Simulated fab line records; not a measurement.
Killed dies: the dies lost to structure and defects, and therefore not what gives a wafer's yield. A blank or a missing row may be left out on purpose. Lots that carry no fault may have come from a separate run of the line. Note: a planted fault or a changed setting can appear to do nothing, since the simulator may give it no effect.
fab line records | flow n5-finfet
record: lots: 4 wafers: 12 last-day: 18
route steps=1938 shown BEOL_M4@1099 BEOL_M5@1112 BEOL_M6@1194 PASSIVATION@1936
lots untouched by any fault: they come from a run of this same line in which no faults occurred
start-h: hours from the record's first day to the start of the lot's first wafer shown | wait-h: time in hours since the lot's previous step | " identical to the entry in the row above | L1.1+2: a row that stands for several wafers | - either no value or no given start | * or withheld: withheld | < > ~ a bound
route shown NAME@n: NAME is a module with steps in the file, n the number in the route of the first one | usual: mean/standard deviation taken from wafers without a fault | same: alike in all rows | chamber/n: place in a boat | sites: readings site by site | _std_site: the values' standard deviation | _edge_site: inner sites' mean taken away from outer sites' mean | radius-mm: how far each site lies from the wafer's centre | mask NAME#n: copy n | behind: the tool/chamber that last shaped the wafer | hold: why the lot was held/for how many hours/how that ended | device: the n, p or np transistor that did not switch | end of line: tests of these same wafers at the route's end | where a step has no rows: the recipe by itself | killed: not the wafer's yield, but the dies lost to structure and defects at the first sort | map: per-die view of a wafer (x killed, . not killed, _ where there is no die)
set.NAME: the setting as run; set.NAME@STEP: as run at that earlier step | model.NAME: the simulator's own value behind a step, which no gauge read
lots at some steps of the route; a table a step, a row a wafer
services: the hour from which a tool's chamber was out of use, counted from the record's first day as start-h (under 0 if before that day), plus the number of hours and why
== steps ==
step: N5_BEOL_M4_ANNEAL_95
recipe: temp-c: 400 time-s: 240 ambient: vacuum
step: N5_BEOL_M4_SPUTTER_96
recipe: material: Cu target-thk-a: 45 temp-c: -20 chamber-pressure-pa: 0.07 power-w: withheld time-s: 8.29
step: N5_BEOL_M4_ECD_50
recipe: material: Cu target-thk-a: 3000
step: N5_BEOL_M4_ANNEAL_51
recipe: temp-c: 225 time-s: 90 ambient: N2
step: N5_BEOL_M4_CMP_52
recipe: stop-on: SiOC t-overpolish-s: 6.8 down-force-psi: 1 platen-rpm: 50 clearing-platen-down-force-psi: 1.5 clearing-platen-rpm: 50 post-cmp-clean: cu-alkaline target-thk-nm: 40 clearing-platen-pad-velocity-m-s: 0.99484 pad-velocity-m-s: 0.99484
step: N5_BEOL_M4_PRE_CLEAN_60
recipe: gas: NH3/H2 time-s: 15 temp-c: * rf-power-w: 300
step: N5_BEOL_M4_CO_CAP_55
recipe: material: Co target-thk-a: 20 temp-c: 200 precursor: CCTBA/H2 pressure-torr: 30 time-s: 102.1
step: N5_BEOL_M4_PRE_CLEAN_56
recipe: gas: NH3 time-s: 15 temp-c: withheld rf-power-w: 300
step: N5_BEOL_M4_DEP_57
recipe: material: SiCN target-thk-a: 80 temp-c: withheld precursor: 3MS/NH3 pressure-torr: 3 rf-w: 202 time-s: 14
step: N5_BEOL_M4_RC_MEAS_101
usual: DIBL_N: 36.8/1.9 DIBL_P: 36.5/2.1 IOFF_N: 0.17/0.038 IOFF_P: 0.22/0.039 ION_N: 675/12 ION_P: 463/7.4 SS_N: 71.6/0.71 SS_P: 73.4/0.72 VT_N: 249/3.3 VT_P: -250/3.3
columns lot.wafer tool chamber start-h wait-h DIBL_N[mV/V] DIBL_P[mV/V] IOFF_N[nA/um] IOFF_P[nA/um] ION_N[uA/um] ION_P[uA/um] SS_N[mV/dec] SS_P[mV/dec] VT_N[mV] VT_P[mV]
L286.1 prober-02 0 237.13 0.0 36.4 35.8 0.15 0.19 666 453 70.7 74.2 251 -252
L286.2 " 0 " " 36.2 36.2 0.17 0.20 678 461 71.0 73.8 246 -252
L286.6 " 0 " " 36.8 35.9 0.17 0.20 674 456 70.7 72.8 248 -253
L294.2 prober-01 0 287.51 0.2 37.9 39.1 0.21 0.31 693 478 72.1 74.1 244 -241
L294.4 " 0 " " 35.5 34.7 0.15 0.23 690 477 71.1 73.3 251 -248
L294.6 " 0 " " 36.0 36.2 0.16 0.25 680 475 71.1 73.6 247 -245
L295.1 prober-01 0 291.64 0.0 33.5 34.7 0.12 0.19 677 466 70.7 72.1 253 -249
L295.3 " 0 " " 34.3 35.5 0.15 0.21 679 467 70.9 72.6 248 -248
L295.6 " 0 " " 34.6 36.5 0.15 0.22 677 466 70.8 73.1 249 -249
L300.1 prober-02 0 330.21 0.0 33.8 33.3 0.12 0.16 673 464 70.2 72.9 255 -254
L300.5 " 0 " " 33.5 32.1 0.10 0.14 678 463 71.0 73.0 257 -257
L300.6 " 0 " " 33.9 32.7 0.11 0.14 672 459 70.6 73.0 252 -255
step: N5_BEOL_M5_ILD_DEP_00
recipe: material: SiCOH_lowk target-thk-a: 1406.4 temp-c: 300 precursor: DEMS/porogen pressure-torr: 5 rf-w: 500 time-s: 25.9
step: N5_BEOL_M5_CURE_79
recipe: temp-c: 385 time-s: 240 ambient: He/Ar material: SiCOH_lowk
step: N5_BEOL_M5_PECVD_70
recipe: material: SiO2 target-thk-a: 160 temp-c: 400 precursor: TEOS/O2 pressure-torr: 5.5 rf-w: 450 teos-flow-sccm: 53.8 gas: O2 flow-sccm: 3000 time-s: 18
step: N5_BEOL_M5_HM_DEP_02
recipe: material: TiN target-thk-a: 200 temp-c: 25 chamber-pressure-pa: 0.49996
step: N5_BEOL_M5_COAT_59
recipe: resist: SOC temp-c: 250 time-s: 60 spin-rpm: 1500 resist-thk-nm: 60
step: N5_BEOL_M5_COAT_60
recipe: resist: SiARC temp-c: 220 time-s: 60 spin-rpm: 1500 resist-thk-nm: 12
step: N5_BEOL_M5_COAT_71
recipe: resist: underlayer temp-c: 205 time-s: 60 spin-rpm: 1500 resist-thk-nm: 5
step: N5_BEOL_M5_COAT_05
recipe: resist: CAR-EUV spin-rpm: 1500 resist-thk-nm: 30
step: N5_BEOL_M5_EBR_07
recipe: solvent: PGMEA ebr-width-mm: 1.5
step: N5_BEOL_M5_SOFTBAKE_06
recipe: temp-c: 110 time-s: 60 resist: CAR-EUV
step: N5_BEOL_M5_EXPOSE_08
recipe: mask-id: M5 na: 0.33 source-shape: annular sigma-inner: 0.4 sigma-outer: 0.8 polarization: unpolarized target-cd-nm: 28 dose-mj: 35.75
step: N5_BEOL_M5_PEB_09
recipe: peb-temp-c: 100 peb-time-s: 60 resist: CAR-EUV
step: N5_BEOL_M5_DEVELOP_10
recipe: develop-time-s: 30 developer: TMAH resist: CAR-EUV rinse-liquid: surfactant-rinse dry: air-spin dev-temp-c: 23
step: N5_BEOL_M5_DESCUM_16
recipe: chemistry: O2 time-s: 7 source-power-w: 50 bias-power-w: 20 pressure-mtorr: 20 rf-frequency-hz: 2.712e+07 temp-c: 40 resist: CAR-EUV o2-flow-sccm: 225
step: N5_BEOL_M5_ETCH_72
recipe: chemistry: N2/H2 target: underlayer target-depth-a: 65 mask-material: CAR-EUV time-s: 5.2 ion-energy-ev: 200 pressure-mtorr: 30 source-w: 840 bias-w: 150 n2-flow-sccm: 200 h2-flow-sccm: 200 ends: cleared
step: N5_BEOL_M5_ETCH_61
recipe: chemistry: CF4 target: SiARC target-depth-a: 156 mask-material: CAR-EUV time-s: 26 ion-energy-ev: 80 pressure-mtorr: 40 source-w: 545 bias-w: 36 Ar_flow_sccm: 100 cf4-flow-sccm: 100 ends: cleared
step: N5_BEOL_M5_ETCH_62
recipe: chemistry: N2/H2 target: SOC target-depth-a: 750 overetch-a: 150 mask-material: SiARC temp-c: 40 time-s: 112.5 ion-energy-ev: 200 pressure-mtorr: 30 source-w: 840 bias-w: 150 n2-flow-sccm: 200 h2-flow-sccm: 200
step: N5_BEOL_M5_STRIP_63
recipe: chemistry: N2/H2 temp-c: 40 n2-flow-sccm: 200 h2-flow-sccm: 200 rf-frequency-hz: 6e+07
step: N5_BEOL_M5_STRIP_73
recipe: chemistry: N2/H2 temp-c: 40 n2-flow-sccm: 200 h2-flow-sccm: 200 rf-frequency-hz: 6e+07
step: N5_BEOL_M5_STRIP_64
recipe: chemistry: CF4 resist: SiARC power-w: 300 bias-power-w: 75 pressure-mtorr: 50 cf4-flow-sccm: 150 rf-frequency-hz: 6e+07
step: N5_BEOL_M5_HM_OPEN_17
recipe: chemistry: Cl2/BCl3 target-depth-a: 200 overetch-a: 60 target: TiN mask-material: SOC ion-energy-ev: 150 pressure-mtorr: 10 icp-w: 1000 bias-w: 126 Cl2_flow_sccm: 53.25 bcl3-flow-sccm: 21.75 Ar_flow_sccm: 25
step: N5_BEOL_M5_STRIP_19
recipe: chemistry: O2 power-w: 400 temp-c: 40 pressure-mtorr: 30 rf-frequency-hz: 6e+07 bias-power-w: 0 overash-fraction: 0.2 o2-flow-sccm: 225
step: N5_BEOL_M5_COAT_65
recipe: resist: SOC temp-c: 250 time-s: 60 spin-rpm: 1500 resist-thk-nm: 60
step: N5_BEOL_M5_COAT_66
recipe: resist: SiARC temp-c: 220 time-s: 60 spin-rpm: 1500 resist-thk-nm: 12
step: N5_BEOL_M6_ILD_DEP_00
recipe: material: SiCOH_lowk target-thk-a: 1797.5 temp-c: 300 precursor: DEMS/porogen pressure-torr: 5 rf-w: 500 time-s: 33.4
usual: heater-power-w: 320/55 showerhead-plenum-p-Torr: 5.737/0.011 throttle-valve-pct: 14.0/0.78
columns lot.wafer tool chamber start-h wait-h heater-power-w showerhead-plenum-p-Torr throttle-valve-pct model.SiCOH_lowk_of_BEOL_M6_ILD_DEP_00.thk-nm
L286.1 pecvd-02 2 254.84 0.0 385 5.726 13.3 180.6
L286.2 " 0 " " 240 5.732 14.3 179.8
L286.6 " 0 " " 242 5.741 14.3 182
L294.2 pecvd-02 0 302.67 0.0 198 5.732 14.4 75.2
L294.4 " 1 " " 312 5.746 13.5 179.2
L294.6 " 2 " " 356 5.724 13.4 179.4
L295.1 pecvd-02 1 304.68 0.0 323 5.736 13.4 76.6
L295.3 " 0 " " 241 5.736 14.0 177.2
L295.6 " 2 " " 377 5.727 13.3 182.6
L300.1 pecvd-03 2 341.33 0.0 370 5.750 13.8 179.4
L300.5 " 2 " " 370 5.741 13.7 180.8
L300.6 " 1 " " 397 5.753 14.9 177.6
step: N5_BEOL_M6_THK_MEAS_01
recipe: reads: SiCOH_lowk_of_BEOL_M6_ILD_DEP_00
usual: M6_ILD_THK: 155.3/1.9
columns lot.wafer tool chamber start-h wait-h M6_ILD_THK[nm]
L286.1 film-metro-02 - 255.42 0.4 155.8
L286.2 " - " " 154.9
L286.6 " - " " 156.8
L294.2 film-metro-01 - 303.25 0.4 64.5
L294.4 " - " " 154.6
L294.6 " - " " 154.7
L295.1 film-metro-02 - 305.47 0.4 65.6
L295.3 " - " " 152.7
L295.6 " - " " 157.5
L300.1 film-metro-02 - 341.91 0.4 154.8
L300.5 " - " " 155.9
L300.6 " - " " 153.0
step: N5_BEOL_M6_CMP_52
recipe: stop-on: SiCOH_lowk t-overpolish-s: 6.9 down-force-psi: 1 platen-rpm: 50 clearing-platen-down-force-psi: 1.5 clearing-platen-rpm: 50 post-cmp-clean: cu-alkaline target-thk-nm: 80 clearing-platen-pad-velocity-m-s: 0.99484 pad-velocity-m-s: 0.99484
usual: motor-current-A: 5.8/0.77
columns lot.wafer tool chamber start-h wait-h motor-current-A model.SiCOH_lowk_of_BEOL_M6_ILD_DEP_00.thk-nm
L286.1 cmp-01 3 262.17 0.3 5.9 152.8
L286.2 " 1 " " 5.2 152
L286.6 " 0 " " 6.4 154
L294.2 cmp-02 2 310.46 0.2 4.4 61.6
L294.4 " 0 " " 5.6 151.6
L294.6 " 2 " " 4.2 151.6
L295.1 cmp-04 2 313.04 0.3 6.8 62.6
L295.3 " 0 " " 5.2 149.8
L295.6 " 2 " " 7.1 154.4
L300.1 cmp-04 3 350.95 0.3 4.8 151.8
L300.6 " 2 " " 7.0 150
L300.5 " 3 " " 5.0 153
step: N5_PASSIVATION_PROBE_49
usual: defect-limited-yield: 91.3/1.4 killed_at_M0_to_M3: 33/11 killed_at_M4_up: 15/6.2 killed-at-contacts: 13/6.5 killed-at-front-end: 38/11 killed-at-other: 3.4/2.6 killed-dies: 102/17 killed-on-rim: 13/4.1 killed-open: 67/12 killed-short: 34/7.9 sort_bin_5_function: 5.1/0.88 sort_bin_6_memory: 3.3/0.65 sort-n-pass: 1078/17 sort-yield-pct: 91.3/1.4
same: gross-dies: 1180 killed-at-back-side: 0 sort_bin_4_leakage[%]: 0 sort_bin_8_speed[%]: 0
columns lot.wafer tool chamber start-h wait-h defect-limited-yield[%] killed_at_M0_to_M3 killed_at_M4_up killed-at-contacts killed-at-front-end killed-at-other killed-dies killed-on-rim killed-open killed-short sort_bin_5_function[%] sort_bin_6_memory[%] sort-n-pass sort-yield-pct[%]
L286.1 prober-01 - 346.02 0.0 90.5 34 12 18 48 0 112 15 69 39 5.4 3.5 1068 90.5
L286.2 prober-01 - 346.07 0.1 90.8 40 12 6 43 8 109 8 73 35 5.3 3.3 1071 90.8
L286.6 prober-01 - 346.27 0.3 92.5 29 10 15 30 5 89 10 62 27 4.2 2.9 1091 92.5
L294.2 prober-01 - 391.92 0.1 0.2 31 1095 8 43 1 1178 152 67 30 5.3 2.9 2 0.2
L294.4 prober-01 - 392.02 0.2 93.3 19 10 8 41 1 79 12 47 31 4.3 2.2 1101 93.3
L295.1 prober-01 - 394.00 0.0 0.2 20 1077 26 51 4 1178 152 80 44 6.4 3.9 2 0.2
L295.3 prober-01 - 394.10 0.1 90.4 33 18 6 55 1 113 11 70 41 5.9 2.9 1067 90.4
L295.6 prober-01 - 394.25 0.3 90.9 23 9 17 55 3 107 15 74 33 5.4 3.4 1073 90.9
L300.1 prober-02 - 434.76 0.7 93.3 21 15 16 22 5 79 10 52 26 4.5 1.8 1101 93.3
L300.5 prober-02 - 434.96 0.9 93.6 23 7 19 22 4 75 13 47 24 3.6 2.4 1105 93.6
L300.6 prober-02 - 435.01 1.0 90.6 25 9 21 48 8 111 21 80 30 5.3 3.8 1069 90.6
killed by level:class
L286.1 MOL_CONTACT_COAG:geometric-particle:open=13 STI_FIN_REVEAL:geometric-particle:open=12 BEOL_M2:geometric-particle:open=10 FIN_SAQP:geometric-particle:open=8 BEOL_M0_SAQP:geometric-particle:short=6 GATE_CUT:geometric-particle:short=5 MOL_CONTACT_COAG:geometric-particle:short=5 BEOL_M2:geometric-particle:short=5
L286.2 STI_FIN_REVEAL:geometric-particle:open=13 BEOL_M0_SAQP:geometric-particle:short=10 BEOL_M2:geometric-particle:open=10 FIN_SAQP:geometric-particle:open=9 BEOL_M1:geometric-particle:open=7 BEOL_M4:geometric-particle:open=6 FIN_SAQP:geometric-particle:short=4 GATE_CUT:geometric-particle:open=4
L286.6 MOL_CONTACT_COAG:geometric-particle:open=12 BEOL_M2:geometric-particle:open=11 STI_FIN_REVEAL:geometric-particle:open=5 DUMMY_GATE:geometric-particle:open=5 GATE_CUT:geometric-particle:short=5 FIN_SAQP:geometric-particle:open=4 BEOL_M0_SAQP:geometric-particle:short=4 BEOL_M1:geometric-particle:open=4
L294.2 BEOL_M6:area-dep=1080 STI_FIN_REVEAL:geometric-particle:open=11 FIN_SAQP:geometric-particle:short=7 GATE_CUT:geometric-particle:short=7 MOL_CONTACT_COAG:geometric-particle:open=7 FIN_SAQP:geometric-particle:open=6 BEOL_M0_SAQP:geometric-particle:open=6 BEOL_M1:geometric-particle:open=6
L294.4 GATE_CUT:geometric-particle:short=11 BEOL_M3:geometric-particle:open=6 MOL_CONTACT_COAG:geometric-particle:open=6 STI_FIN_REVEAL:geometric-particle:open=5 BEOL_M4:geometric-particle:open=5 FIN_SAQP:geometric-particle:short=4 ILD0:geometric-particle:short=4 FIN_SAQP:geometric-particle:open=3
L295.1 BEOL_M6:area-dep=1053 MOL_CONTACT_COAG:geometric-particle:open=23 FIN_SAQP:geometric-particle:short=10 BEOL_M1:geometric-particle:open=9 BEOL_M4:geometric-particle:open=9 FIN_SAQP:geometric-particle:open=7 DUMMY_GATE:geometric-particle:open=6 GATE_CUT:geometric-particle:short=5
L295.3 FIN_SAQP:geometric-particle:short=24 FIN_SAQP:geometric-particle:open=15 BEOL_M4:geometric-particle:open=11 BEOL_M3:geometric-particle:open=8 BEOL_M0_SAQP:geometric-particle:short=7 BEOL_M0_SAQP:geometric-particle:open=7 MOL_CONTACT_COAG:geometric-particle:open=6 BEOL_M2:geometric-particle:open=6
L295.6 STI_FIN_REVEAL:geometric-particle:open=16 MOL_CONTACT_COAG:geometric-particle:open=13 FIN_SAQP:geometric-particle:short=11 FIN_SAQP:geometric-particle:open=9 BEOL_M1:geometric-particle:open=9 BEOL_M3:geometric-particle:open=5 MOL_CONTACT_COAG:geometric-particle:short=4 STARTING-WAFER:geometric-particle:open=4
L300.1 MOL_CONTACT_COAG:geometric-particle:open=13 BEOL_M3:geometric-particle:open=5 STI_FIN_REVEAL:geometric-particle:open=4 BEOL_M1:geometric-particle:open=4 BEOL_M1:geometric-particle:short=4 MOL_CONTACT_COAG:geometric-particle:short=3 BEOL_M0:geometric-particle:open=3 BEOL_M4:geometric-particle:open=3
L300.5 MOL_CONTACT_COAG:geometric-particle:open=13 MOL_CONTACT_COAG:geometric-particle:short=6 BEOL_M2:geometric-particle:open=5 BEOL_M0:geometric-particle:open=4 BEOL_M0_SAQP:geometric-particle:open=4 ZERO_LAYER:coat-microbubble-printed=4 STI_FIN_REVEAL:geometric-particle:open=3 DUMMY_GATE:geometric-particle:open=3
L300.6 STI_FIN_REVEAL:geometric-particle:open=18 MOL_CONTACT_COAG:geometric-particle:open=14 MOL_CONTACT_COAG:geometric-particle:short=7 BEOL_M0_SAQP:geometric-particle:open=6 DUMMY_GATE:geometric-particle:open=5 BEOL_M2:geometric-particle:open=5 STI_FIN_REVEAL:geometric-particle:short=4 GATE_CUT:geometric-particle:open=4
map L294.2 (x killed, . not)
_________________xxxxxxxxxxxx________________
______________xxxxxxxxxxxxxxxxxx_____________
___________xxxxxxxxxxxxxxxxxxxxxxxx__________
__________xxxxxxxxxxxxxxxxxxxxxxxxxx_________
________xxxxxxxxxxxxxxxxxxxxxxxxxxxxxx_______
_______xxxxxxxxxxxxxxxxxxxxxxxxxxxxxxxx______
______xxxxxxxxxxxxxxxxxxxxxxxxxxxxxxxxxx_____
_____xxxxxxxxxxxxxxxxxxxxxxxxxxxxxxxxxxxx____
____xxxxxxxxxxxxxxxxxxxxxxxxxxxxxxxxxxxxxx___
___xxxxxxxxxxxxxxxxxxxxxxxxxxxxxxxxxxxxxxxx__
___xxxxxxxxxxxxxxxxxxxxxxxxxxxxxxxxxxxxxxxx__
__xxxxxxxxxxxxxxxxxxxxxxxxxxxxxxxxxxxxxxxxxx_
__xxxxxxxxxxxxxxxxxxxxxxxxxxxxxxxxxxxxxxxxxx_
_xxxxxxxxxxxxxxxxxxxxxxxxxxxxxxxxxxxxxxxxxxxx
_xxxxxxxxxxxxxxxxxxxxxxxxxxxxxxxxxxxxxxxxxxxx
_xxxxxxxxxxxxxxxxxxx.xxxxxxxxxxxxxxxxxxxxxxxx
_xxxxxxxxxxxxxxxxxxxxxxxxxxxxxxxxxxxxxxxxxxxx
_xxxxxxxxxxxxxxxx.xxxxxxxxxxxxxxxxxxxxxxxxxxx
_xxxxxxxxxxxxxxxxxxxxxxxxxxxxxxxxxxxxxxxxxxxx
_xxxxxxxxxxxxxxxxxxxxxxxxxxxxxxxxxxxxxxxxxxxx
_xxxxxxxxxxxxxxxxxxxxxxxxxxxxxxxxxxxxxxxxxxxx
__xxxxxxxxxxxxxxxxxxxxxxxxxxxxxxxxxxxxxxxxxx_
__xxxxxxxxxxxxxxxxxxxxxxxxxxxxxxxxxxxxxxxxxx_
___xxxxxxxxxxxxxxxxxxxxxxxxxxxxxxxxxxxxxxxx__
___xxxxxxxxxxxxxxxxxxxxxxxxxxxxxxxxxxxxxxxx__
____xxxxxxxxxxxxxxxxxxxxxxxxxxxxxxxxxxxxxx___
_____xxxxxxxxxxxxxxxxxxxxxxxxxxxxxxxxxxxx____
______xxxxxxxxxxxxxxxxxxxxxxxxxxxxxxxxxx_____
_______xxxxxxxxxxxxxxxxxxxxxxxxxxxxxxxx______
________xxxxxxxxxxxxxxxxxxxxxxxxxxxxxx_______
__________xxxxxxxxxxxxxxxxxxxxxxxxxx_________
___________xxxxxxxxxxxxxxxxxxxxxxxx__________
______________xxxxxxxxxxxxxxxxxx_____________
_________________xxxxxxxxxxxx________________
map L295.1 (x killed, . not)
_________________xxxxxxxxxxxx________________
______________xxxxxxxxxxxxxxxxxx_____________
___________xxxxxxxxxxxxxxxxxxxxxxxx__________
__________xxxxxxxxxxxxxxxxxxxxxxxxxx_________
________xxxxxxxxxxxxxxxxxxxxxxxxxxxxxx_______
_______xxxxxxxxxxxxxxxxxxxxxxxxxxxxxxxx______
______xxxxxxxxxxxxxxxxxxxxxxxxxxxxxxxxxx_____
_____xxxxxxxxxxxxxxxxxxxxxxxxxxxxxxxxxxxx____
____xxxxxxxxxxxxxxxxxxxxxxxxxxxxxxxxxxxxxx___
___xxxxxxxxxxxxxxxxxxxxxxxxxxxxxxxxxxxxxxxx__
___xxxxxxxxxxxxxxxxxxxxxxxxxxxxxxxxxxxxxxxx__
__xxxxxxxxxxxxxxxxxxxxxxxxxxxxxxxxxxxxxxxxxx_
__xxxxxxxxxxxxxxxxxxxxxxxxxxxxxxxxxxxxxxxxxx_
_xxxxxxxxxxxxxxxxxxxxxxxxxxxxxxxxxxxxxxxxxxxx
_xxxxxxxxxxxxxxxxxxxxxxxxxxxxxxxxxxxxxxxxx.xx
_xxxxxxxxxxxxxxxxxxxxxxxxxxxxxxxxxxxxxxxxxxxx
_xxxxxxxxxxxxxxxxxxxxxxxxxxxxxxxxxxxxxxxxxxxx
_xxxxxxxxxxxxxxxxxxxxxxxxxxxxxxxxxxxxxxxxxxxx
_xxxxxxxxxxxxxxxxxxxxxxxxxxxxxxxxxxxxxxxxxxxx
_xxxxxxxxxxxxxxxxxxxxxxxxxxxxxxxxxxxxxxxxxxxx
_xxxxxxxxxxxxxxxxxxxxxxxxxxxxxxxxxxxxxxxxxxxx
__xxxxxxxxxxxxxxxxxxxxxxxxxx.xxxxxxxxxxxxxxx_
__xxxxxxxxxxxxxxxxxxxxxxxxxxxxxxxxxxxxxxxxxx_
___xxxxxxxxxxxxxxxxxxxxxxxxxxxxxxxxxxxxxxxx__
___xxxxxxxxxxxxxxxxxxxxxxxxxxxxxxxxxxxxxxxx__
____xxxxxxxxxxxxxxxxxxxxxxxxxxxxxxxxxxxxxx___
_____xxxxxxxxxxxxxxxxxxxxxxxxxxxxxxxxxxxx____
______xxxxxxxxxxxxxxxxxxxxxxxxxxxxxxxxxx_____
_______xxxxxxxxxxxxxxxxxxxxxxxxxxxxxxxx______
________xxxxxxxxxxxxxxxxxxxxxxxxxxxxxx_______
__________xxxxxxxxxxxxxxxxxxxxxxxxxx_________
___________xxxxxxxxxxxxxxxxxxxxxxxx__________
______________xxxxxxxxxxxxxxxxxx_____________
_________________xxxxxxxxxxxx________________
== services ==
columns tool chamber start-h hours kind
cmp-02 - 237.45 4.0 pm
pecvd-02 2 238.08 2.1 scheduled-down
cmp-02 - 241.45 - consumable-replace:conditioner
cmp-02 - 241.45 - consumable-replace:pad
cmp-02 - 246.51 0.8 repair
pecvd-02 - 247.82 2.8 pm
pecvd-02 0 251.36 2.1 scheduled-down
cmp-04 - 263.49 6.0 pm
cmp-01 - 273.51 0.9 repair
pecvd-03 2 282.52 4.5 repair
pecvd-03 - 284.37 1.2 repair
cmp-02 - 289.29 2.2 repair
pecvd-03 0 303.21 2.1 scheduled-down
cmp-01 - 318.87 1.8 repair
cmp-02 - 319.89 0.4 repair
pecvd-03 2 335.49 5.5 scheduled-down
cmp-02 - 348.41 0.5 repair
== key ==
first-sign: step: N5_BEOL_M6_THK_MEAS_01 reading: M6_ILD_THK direction: down sigmas: 47 usual: 155.3 struck: 65.1
effect: step: N5_PASSIVATION_PROBE_49 reading: killed_at_M4_up direction: up sigmas: 99+ usual: 15 struck: 1086
model-effect: step: N5_BEOL_M6_ILD_DEP_00 value: SiCOH_lowk_of_BEOL_M6_ILD_DEP_00.thk-nm without: 178 struck: 75.9
model-effect: step: N5_BEOL_M6_CMP_52 value: SiCOH_lowk_of_BEOL_M6_ILD_DEP_00.thk-nm without: 150.4 struck: 62.1
more-kills-born-at: N5_BEOL_M6_ILD_DEP_00@pecvd-02: 2133
met-at N5_BEOL_M6_ILD_DEP_00
struck-wafers L294.2,L295.1
later-rows-left-out L294.2,L295.1
onset-between 254.84 302.67
fault: kind: process-parameter-drift tool: pecvd-02 chamber: - onset-h: 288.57 steps: N5_BEOL_M6_ILD_DEP_00 channel: time-s offset: * shape: step end-h: 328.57 scope: struck-wafers-only acts-in: * stated: *
later-rows-left-out: the simulator's readings of these wafers behind a module that went badly wrong aren't trusted and aren't shown, but for the sort
